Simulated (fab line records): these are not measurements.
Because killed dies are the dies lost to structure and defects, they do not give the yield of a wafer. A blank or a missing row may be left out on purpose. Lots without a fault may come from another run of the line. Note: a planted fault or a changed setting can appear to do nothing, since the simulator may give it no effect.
Chamber matching / flow n5 finfet / 4 sister chambers for N5_BEOL_M9_CMP_52 on cmp-04
The step polishes, stops on SiCOH lowk, t overpolish 7 s, target thk 140 nm. 8 wafers are shown with their chamber, then 7 later ones without.

EACH WAFER AND ITS CHAMBER
wafer=L452.1; chamber=1; motor current A (A)=6.0; slurry filter dp kPa (kPa)=13.57
wafer=L461.3; chamber=0; motor current A (A)=5.7; slurry filter dp kPa (kPa)=13.50
wafer=L461.5; chamber=1; motor current A (A)=6.0; slurry filter dp kPa (kPa)=13.49
wafer=L462.2; chamber=2; motor current A (A)=6.5; slurry filter dp kPa (kPa)=13.53
wafer=L462.4; chamber=3; motor current A (A)=6.1; slurry filter dp kPa (kPa)=13.73
wafer=L462.6; chamber=2; motor current A (A)=6.3; slurry filter dp kPa (kPa)=13.62
wafer=L464.1; chamber=3; motor current A (A)=5.8; slurry filter dp kPa (kPa)=13.70
wafer=L464.4; chamber=0; motor current A (A)=5.9; slurry filter dp kPa (kPa)=13.35

WAFERS WITH NO CHAMBER GIVEN
wafer=L464.6; motor current A (A)=6.2; slurry filter dp kPa (kPa)=13.63
wafer=L466.2; motor current A (A)=5.8; slurry filter dp kPa (kPa)=13.41
wafer=L466.3; motor current A (A)=5.7; slurry filter dp kPa (kPa)=13.41
wafer=L466.4; motor current A (A)=6.7; slurry filter dp kPa (kPa)=13.44
wafer=L468.2; motor current A (A)=5.9; slurry filter dp kPa (kPa)=13.49
wafer=L468.3; motor current A (A)=6.3; slurry filter dp kPa (kPa)=13.58
wafer=L468.4; motor current A (A)=5.6; slurry filter dp kPa (kPa)=13.44

CHAMBER TAKEN BY EACH
wafer=L464.6; from the rows above=can't be placed: 2 or 1 or 3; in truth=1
wafer=L466.2; from the rows above=0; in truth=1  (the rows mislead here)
wafer=L466.3; from the rows above=can't be placed: 0 or 1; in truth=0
wafer=L466.4; from the rows above=2; in truth=2
wafer=L468.2; from the rows above=can't be placed: 1 or 0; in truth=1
wafer=L468.3; from the rows above=can't be placed: 2 or 1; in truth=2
wafer=L468.4; from the rows above=can't be placed: 0 or 1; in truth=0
Correctly placed: 1 of 7. From these rows, 5 cannot be placed; in 5 the true chamber is one of the candidates. Wrongly placed: 1.
How it was worked out, from the rows above alone: a wafer's distance from a chamber is the root of the sum, over the readings, of the square of ((its reading less the chamber's mean) divided by the reading's scatter). The wafer belongs to the nearest chamber; if the next one is less than 2 further off, it can't be placed. The mean given for a chamber averages the wafers shown for that chamber. The scatter is the square root of a quotient: the sum, over the shown wafers, of each reading's squared deviation from its chamber's mean, divided by wafers minus chambers.
